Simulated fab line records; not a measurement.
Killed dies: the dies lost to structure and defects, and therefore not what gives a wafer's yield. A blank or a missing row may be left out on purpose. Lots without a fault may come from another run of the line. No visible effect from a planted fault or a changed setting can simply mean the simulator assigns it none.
What tool caused it? + flow nand-harc + 18 wafers from 6 lots sampled at 5 of the route's 1302 steps

== WHAT THE GAUGES READ, wafer by wafer ==
NHARC_END_SORT_01.
| lot  | measured     | on        | killed-at-array |
|------|--------------|-----------|-----------------|
| L313 | day 32 08:43 | prober-01 | 63 76 642       |

== TOOL THAT RAN EACH LOT (tool first, then ch and the chambers of the sampled wafers, then the start) ==
| lot  | NHARC_A_CHANNEL_HOLE_D1_DEP_00 | NHARC_A_CHANNEL_HOLE_D1_DESCUM_15  | NHARC_A_CHANNEL_HOLE_D1_ETCH_34    | NHARC_A_CHANNEL_HOLE_D1_ETCH_19  |
|------|--------------------------------|------------------------------------|------------------------------------|----------------------------------|
| L298 | acl-dep-01 ch 0, day 9 21:30   | rie-diel-13 ch 2,3, day 10 00:20   | rie-diel-13 ch 1,2, day 10 00:46   | har-etch-01 ch 0,1, day 10 01:32 |
| L303 | acl-dep-01 ch 0, day 11 21:24  | rie-diel-13 ch 0,3, day 11 23:46   | rie-diel-13 ch 0,1,3, day 12 00:15 | har-etch-01 ch 0,1, day 12 00:59 |
| L309 | acl-dep-02 ch 0, day 14 14:07  | rie-diel-03 ch 1,2,3, day 14 16:38 | rie-diel-03 ch 1,2,3, day 14 17:08 | har-etch-02 ch 0,1, day 14 20:33 |
| L313 | acl-dep-01 ch 0, day 16 04:33  | rie-diel-03 ch 0,1,3, day 16 07:02 | rie-diel-03 ch 1,2,3, day 16 07:28 | har-etch-02 ch 0,1, day 16 08:14 |
| L316 | acl-dep-03 ch 0, day 17 06:32  | rie-diel-13 ch 2,3, day 17 08:45   | rie-diel-13 ch 0,1,3, day 17 09:23 | har-etch-01 ch 0,1, day 17 11:19 |
| L318 | acl-dep-02 ch 0, day 18 05:25  | rie-diel-09 ch 1,2, day 18 07:38   | rie-diel-09 ch 1,2,3, day 18 08:20 | har-etch-02 ch 0,1, day 18 09:07 |
- NHARC_A_CHANNEL_HOLE_D1_DEP_00: deposits aC, target thk 3100 nm.
- NHARC_A_CHANNEL_HOLE_D1_DESCUM_15: chemistry O2, time 3 s.
- NHARC_A_CHANNEL_HOLE_D1_ETCH_34: etches the open film in CF4/CHF3, target depth 154 nm, time 77 s.
- NHARC_A_CHANNEL_HOLE_D1_ETCH_19: etches the open film in C4F8/O2/Ar, time 34.5 s.

== THE ANSWER, worked out from the rows above alone ==
Rule: what is usual is taken from the lots themselves. Put in order of their means at a reading, lots are off if they are a third of the lots or fewer, leave a main group of 4 or more, and stand apart from it by a gap of 3 or more times the standard deviation of the main group's means; of several such gaps the widest counts. The tables above print the reading to a certain number of digits; a main group whose means all agree to those digits is not used. Also off: a lot with no number at a reading for which 4 or more lots have one. The other lots that the step has rows for count as sound.
No lot is off on any of the readings shown, so nothing can be concluded from this.

== WHAT THE SIMULATOR HAD INSERTED ==
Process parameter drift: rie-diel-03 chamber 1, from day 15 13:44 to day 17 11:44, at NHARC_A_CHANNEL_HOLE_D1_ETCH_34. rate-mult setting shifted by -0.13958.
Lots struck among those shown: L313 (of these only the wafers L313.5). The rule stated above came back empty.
